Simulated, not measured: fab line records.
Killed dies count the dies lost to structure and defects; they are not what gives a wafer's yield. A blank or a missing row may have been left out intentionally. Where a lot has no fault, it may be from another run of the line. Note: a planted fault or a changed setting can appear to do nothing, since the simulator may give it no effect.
Matching of chambers || flow n5Finfet || N5_HKMG_FIN_STRIP_89 on rieDiel-05 has 4 sister chambers
The step strips SOC in N2/H2, time 20 s. 14 wafers are shown with their chamber, then 7 later ones without.

== WAFERS PAIRED WITH THEIR CHAMBERS ==
{"wafer": "L074.1", "chamber": 1, "drypumpMotorCurrentA (A)": 5.1, "showerheadPlenumPTorr (Torr)": 3.33, "oesProductAu (a.u.)": 0.68}
{"wafer": "L074.2", "chamber": 2, "drypumpMotorCurrentA (A)": 6.3, "showerheadPlenumPTorr (Torr)": 3.45, "oesProductAu (a.u.)": 0.71}
{"wafer": "L074.6", "chamber": 0, "drypumpMotorCurrentA (A)": 5.7, "showerheadPlenumPTorr (Torr)": 3.30, "oesProductAu (a.u.)": 0.92}
{"wafer": "L075.1", "chamber": 1, "drypumpMotorCurrentA (A)": 5.1, "showerheadPlenumPTorr (Torr)": 3.33, "oesProductAu (a.u.)": 0.68}
{"wafer": "L075.4", "chamber": 2, "drypumpMotorCurrentA (A)": 6.2, "showerheadPlenumPTorr (Torr)": 3.45, "oesProductAu (a.u.)": 0.70}
{"wafer": "L075.5", "chamber": 2, "drypumpMotorCurrentA (A)": 6.2, "showerheadPlenumPTorr (Torr)": 3.45, "oesProductAu (a.u.)": 0.70}
{"wafer": "L079.2", "chamber": 1, "drypumpMotorCurrentA (A)": 5.1, "showerheadPlenumPTorr (Torr)": 3.32, "oesProductAu (a.u.)": 0.67}
{"wafer": "L079.4", "chamber": 3, "drypumpMotorCurrentA (A)": 5.7, "showerheadPlenumPTorr (Torr)": 3.32, "oesProductAu (a.u.)": 0.74}
{"wafer": "L079.5", "chamber": 2, "drypumpMotorCurrentA (A)": 6.2, "showerheadPlenumPTorr (Torr)": 3.45, "oesProductAu (a.u.)": 0.69}
{"wafer": "L082.1", "chamber": 2, "drypumpMotorCurrentA (A)": 6.3, "showerheadPlenumPTorr (Torr)": 3.44, "oesProductAu (a.u.)": 0.69}
{"wafer": "L082.4", "chamber": 0, "drypumpMotorCurrentA (A)": 5.7, "showerheadPlenumPTorr (Torr)": 3.29, "oesProductAu (a.u.)": 0.89}
{"wafer": "L082.5", "chamber": 3, "drypumpMotorCurrentA (A)": 5.7, "showerheadPlenumPTorr (Torr)": 3.32, "oesProductAu (a.u.)": 0.74}
{"wafer": "L087.1", "chamber": 3, "drypumpMotorCurrentA (A)": 5.7, "showerheadPlenumPTorr (Torr)": 3.32, "oesProductAu (a.u.)": 0.73}
{"wafer": "L087.3", "chamber": 0, "drypumpMotorCurrentA (A)": 5.7, "showerheadPlenumPTorr (Torr)": 3.28, "oesProductAu (a.u.)": 0.87}

SIGNATURES (averages over the wafers above)
{"reading": "drypumpMotorCurrentA", "chamber 0": 5.700, "chamber 1": 5.100, "chamber 2": 6.240, "chamber 3": 5.700, "scatter within a chamber": 0.0346}
{"reading": "showerheadPlenumPTorr", "chamber 0": 3.2900, "chamber 1": 3.3267, "chamber 2": 3.4480, "chamber 3": 3.3200, "scatter within a chamber": 0.00589}
{"reading": "oesProductAu", "chamber 0": 0.8933, "chamber 1": 0.6767, "chamber 2": 0.6980, "chamber 3": 0.7367, "scatter within a chamber": 0.013}
Rule: distance of a wafer from a chamber = root of the sum over the readings of ((wafer's reading minus chamber's mean) / reading's scatter) squared. If the next closest chamber is less than 2 further off than the closest, the wafer can't be placed; otherwise it belongs to the closest. The scatter: take each reading less its chamber's mean, square it, sum over the shown wafers, divide by the number of wafers less the number of chambers, and take the root.

== WAFERS WITH NO CHAMBER GIVEN ==
{"wafer": "L087.5", "drypumpMotorCurrentA (A)": 5.7, "showerheadPlenumPTorr (Torr)": 3.31, "oesProductAu (a.u.)": 0.73}
{"wafer": "L090.3", "drypumpMotorCurrentA (A)": 5.7, "showerheadPlenumPTorr (Torr)": 3.31, "oesProductAu (a.u.)": 0.72}
{"wafer": "L090.5", "drypumpMotorCurrentA (A)": 5.7, "showerheadPlenumPTorr (Torr)": 3.31, "oesProductAu (a.u.)": 0.72}
{"wafer": "L090.6", "drypumpMotorCurrentA (A)": 6.2, "showerheadPlenumPTorr (Torr)": 3.43, "oesProductAu (a.u.)": 0.99}
{"wafer": "L097.1", "drypumpMotorCurrentA (A)": 5.1, "showerheadPlenumPTorr (Torr)": 3.30, "oesProductAu (a.u.)": 0.89}
{"wafer": "L097.2", "drypumpMotorCurrentA (A)": 5.7, "showerheadPlenumPTorr (Torr)": 3.30, "oesProductAu (a.u.)": 0.70}
{"wafer": "L097.3", "drypumpMotorCurrentA (A)": 5.6, "showerheadPlenumPTorr (Torr)": 3.27, "oesProductAu (a.u.)": 0.83}

== WHICH CHAMBER EACH WENT THROUGH ==
{"wafer": "L087.5", "from the rows above": 3, "in truth": 3}
{"wafer": "L090.3", "from the rows above": 3, "in truth": 3}
{"wafer": "L090.5", "from the rows above": 3, "in truth": 3}
{"wafer": "L090.6", "from the rows above": 2, "in truth": 2}
{"wafer": "L097.1", "from the rows above": "can't be placed: 1 or 0", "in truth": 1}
{"wafer": "L097.2", "from the rows above": 3, "in truth": 3}
{"wafer": "L097.3", "from the rows above": 0, "in truth": 0}
Placed correctly: 6 of 7. Cannot be placed on the basis of these rows: 1; the candidates contain the true chamber in 1. Wrongly placed: 0.
